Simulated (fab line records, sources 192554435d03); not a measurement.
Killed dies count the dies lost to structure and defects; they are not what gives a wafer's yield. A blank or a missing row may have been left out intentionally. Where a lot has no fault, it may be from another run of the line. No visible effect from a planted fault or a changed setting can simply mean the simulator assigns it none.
Matching of chambers | flow n5-finfet | N5_HKMG_FIN_HK_ALD_01 on ald-hk-01 has 4 sister chambers
The step deposits HfO2, target thk 1.6 nm, pulse time 3 s, purge time 3 s. 4 wafers are shown with their chamber, then 9 later ones without.

## WAFERS PAIRED WITH THEIR CHAMBERS
wafer  | chamber | precursor-pulse-height-rel
L090.3 | 0       | 1.010
L090.6 | 3       | 1.018
L093.1 | 1       | 1.034
L093.5 | 2       | 1.003

## WAFERS MISSING THEIR CHAMBER
wafer  | precursor-pulse-height-rel
L094.2 | 0.999
L094.3 | 1.035
L094.4 | 1.008
L095.1 | 1.009
L095.3 | 1.017
L095.4 | 0.994
L097.1 | 1.041
L097.4 | 0.994
L097.5 | 1.001

## WHICH CHAMBER EACH WENT THROUGH
wafer  | from the rows above          | in truth
L094.2 | can't be placed: 2 or 0      | 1
L094.3 | 1                            | 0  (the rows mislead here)
L094.4 | can't be placed: 0 or 2 or 3 | 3
L095.1 | can't be placed: 0 or 2 or 3 | 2
L095.3 | can't be placed: 3 or 0      | 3
L095.4 | can't be placed: 2 or 0      | 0
L097.1 | 1                            | 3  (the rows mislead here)
L097.4 | can't be placed: 2 or 0      | 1
L097.5 | can't be placed: 2 or 0      | 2
Correctly placed: 0 of 9. From these rows, 7 cannot be placed; in 5 the true chamber is one of the candidates. 2 placed wrongly.
How it was worked out, from the rows above alone: a wafer's distance from a chamber is the root of the sum, over the readings, of the square of ((its reading less the chamber's mean) divided by the reading's scatter). If the next closest chamber is less than 2 further off than the closest, the wafer can't be placed; otherwise it belongs to the closest. Each chamber's mean is taken over the wafers shown for it. The scatter (one wafer shown for each chamber): square how far every hidden wafer sits from the nearest shown wafer, average those squares and take the square root.
